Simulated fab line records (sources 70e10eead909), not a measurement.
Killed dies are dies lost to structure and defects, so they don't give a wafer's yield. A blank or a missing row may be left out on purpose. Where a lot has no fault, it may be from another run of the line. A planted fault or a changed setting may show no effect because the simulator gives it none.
Matching of chambers -- flow nandHarc -- NHARC_P_M1_CMP_23 on cmp-02: 4 sister chambers
The step polishes, t overpolish 20 s, target thk 157.82 nm. 16 wafers are shown with their chamber, then 8 later ones without.

WAFERS, EACH WITH ITS CHAMBER
wafer,chamber,motorCurrentA (A),timeToEndpointS (s)
L075.2,1,12.4,22.6
L075.3,2,11.1,27.0
L075.5,0,13.2,25.6
L079.2,3,11.6,31.0
L079.5,0,13.8,32.7
L079.6,1,11.8,27.0
L081.2,0,13.3,30.9
L081.4,2,10.6,34.2
L081.6,3,11.2,29.1
L082.2,3,11.4,28.4
L082.4,1,12.6,26.7
L082.5,0,14.1,30.8
L083.2,1,12.2,21.9
L083.3,2,10.4,34.8
L083.4,3,11.6,29.3
L086.4,2,10.9,29.3

SIGNATURES (averages over the wafers above)
reading,chamber 0,chamber 1,chamber 2,chamber 3,scatter within a chamber
motorCurrentA,13.600,12.250,10.750,11.450,0.328
timeToEndpointS,30.000,24.550,31.325,29.450,2.83
Rule: a wafer's distance from a chamber is the root of the sum, over the readings, of the square of ((its reading less the chamber's mean) divided by the reading's scatter). If the next closest chamber is less than 2 further off than the closest, the wafer can't be placed; otherwise it belongs to the closest. The scatter is the square root of a quotient: the sum, over the shown wafers, of each reading's squared deviation from its chamber's mean, divided by wafers minus chambers.

WAFERS WHOSE CHAMBER IS MISSING
wafer,motorCurrentA (A),timeToEndpointS (s)
L086.5,10.9,28.5
L086.6,13.7,29.3
L091.3,12.7,27.6
L091.4,11.4,28.6
L091.5,13.4,31.1
L096.2,11.6,30.1
L096.4,11.3,28.8
L096.5,13.3,33.4

THE CHAMBER EACH PASSED THROUGH
wafer,from the rows above,in truth
L086.5,can't be placed: 2 or 3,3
L086.6,0,0
L091.3,can't be placed: 1 or 0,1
L091.4,can't be placed: 3 or 2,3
L091.5,0,0
L096.2,3,3
L096.4,can't be placed: 3 or 2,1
L096.5,0,0
Placed correctly: 4 of 8. These rows do not allow placing 4 (true chamber among the candidates in 3). Number placed wrongly: 0.
